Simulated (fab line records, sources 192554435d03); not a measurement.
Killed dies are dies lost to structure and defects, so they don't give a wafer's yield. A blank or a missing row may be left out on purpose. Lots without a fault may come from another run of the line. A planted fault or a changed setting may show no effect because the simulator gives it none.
A struck lot beside a sound one | flow n5_finfet | 16 steps out of a route of 1938
Sound: wafers L609.2, L609.3, L609.5. Struck: wafers L604.1, L604.3, L604.4. The cause comes at the end.
At each step with rows: each side's tool, then ch and its chambers, then its first start. Under that, the readings that differ: sound wafers | struck wafers | difference of the means | sigmas: that difference in standard deviations of wafers without a fault.
alike: readings whose means differ by less than 2 such deviations, and words and numbers that are the same on both sides. not compared: withheld readings, readings that some wafer has no value for, bounds like >300 that may hide the same value, and numbers for which the record gives no deviation and whose values overlap.
The two part at a step that has a row with sigmas, a row that says differs or no value, or rows on one side only. Numbers that don't overlap but have no deviation are shown without sigmas and don't part them. A reading that every wafer of one side lacks parts them only if that side has two wafers or more.

first, 10 steps without rows for these wafers: N5_DUMMY_GATE_DESCUM_20 (chemistry O2, time 6.2 s); N5_DUMMY_GATE_ETCH_29 (etches underlayer in N2/H2, target depth 13 nm); N5_DUMMY_GATE_ETCH_36 (etches SiARC in CF4, target depth 13 nm); N5_DUMMY_GATE_ETCH_37 (etches SOC in N2/H2, target depth 60 nm, overetch 30 nm); N5_DUMMY_GATE_STRIP_38 (strips in N2/H2); N5_DUMMY_GATE_STRIP_39 (strips in N2/H2); N5_DUMMY_GATE_TRIM_49 (chemistry O2, time 29 s, target cd 14 nm); N5_DUMMY_GATE_STRIP_40 (strips in CF4); N5_DUMMY_GATE_ETCH_31 (etches SiO2 in C4F6/O2, target depth 82.5 nm, time 27.5 s); N5_DUMMY_GATE_STRIP_41 (strips in O2).
N5_DUMMY_GATE_HM_OPEN_21: chemistry CH3F/O2, target SiNx, target depth 120 nm, time 171.4 s.
  sound on rie_diel-02 ch 1,2, day 8 11:06; struck on rie_diel-04 ch 0,2,3, day 7 06:25
  no value came back on the struck wafers for any of 7 readings (CH3F_flow_sccm (sccm), O2_flow_sccm (sccm) and others); on the sound wafers CH3F_flow_sccm (sccm) reads 29.89 30.00 30.02
  reading                                       | sound          | struck         | difference | sigmas
  model.SiO2_of_DUMMY_GATE_PECVD_30.thk_nm (nm) | 44.4 43.6 44.6 | 54.2 54.2 55.8 | +10.5      |
  not compared: rf_hours_counter_h
then, 2 steps without rows for these wafers: N5_DUMMY_GATE_ETCH_32 (etches SiO2 in CF4, target depth 3.5 nm, time 3.9 s); N5_DUMMY_GATE_ETCH_23 (etches poly-Si in HBr/Cl2/O2, target depth 41 nm, time 22.3 s).
N5_DUMMY_GATE_ETCH_44: etches poly-Si in HBr/O2, stops on SiO2, target depth 127.5 nm.
  sound on rie_si-06 ch 0,3, day 8 11:21; struck on rie_si-06 ch 0,2, day 7 06:40
  reading                                       | sound          | struck       | difference | sigmas
  model.SiO2_of_DUMMY_GATE_PECVD_30.thk_nm (nm) | 37.4 36.8 37.8 | 47.4 47.2 49 | +10.5      |
  alike: drypump_motor_current_A, oes_product_au, throttle_valve_pct
  not compared: rf_hours_counter_h
N5_BEOL_M4_RC_MEAS_101:
  the record has rows for the sound wafers here (prober-02 ch 0, day 13 14:15) and none for the struck ones
-- the record jumps here: 9 days lie between the struck wafers' starts before and after (it left off in module BEOL_M4 and takes up again in module PASSIVATION, whose first step shown is number 1936 of the route) --
N5_PASSIVATION_PROBE_49:
  the record has rows for the struck wafers here (prober-02, day 16 04:44) and none for the sound ones

WHERE THEY PART
First at N5_DUMMY_GATE_HM_OPEN_21; last, within this record, at N5_PASSIVATION_PROBE_49.

WHY: what the simulator had put in
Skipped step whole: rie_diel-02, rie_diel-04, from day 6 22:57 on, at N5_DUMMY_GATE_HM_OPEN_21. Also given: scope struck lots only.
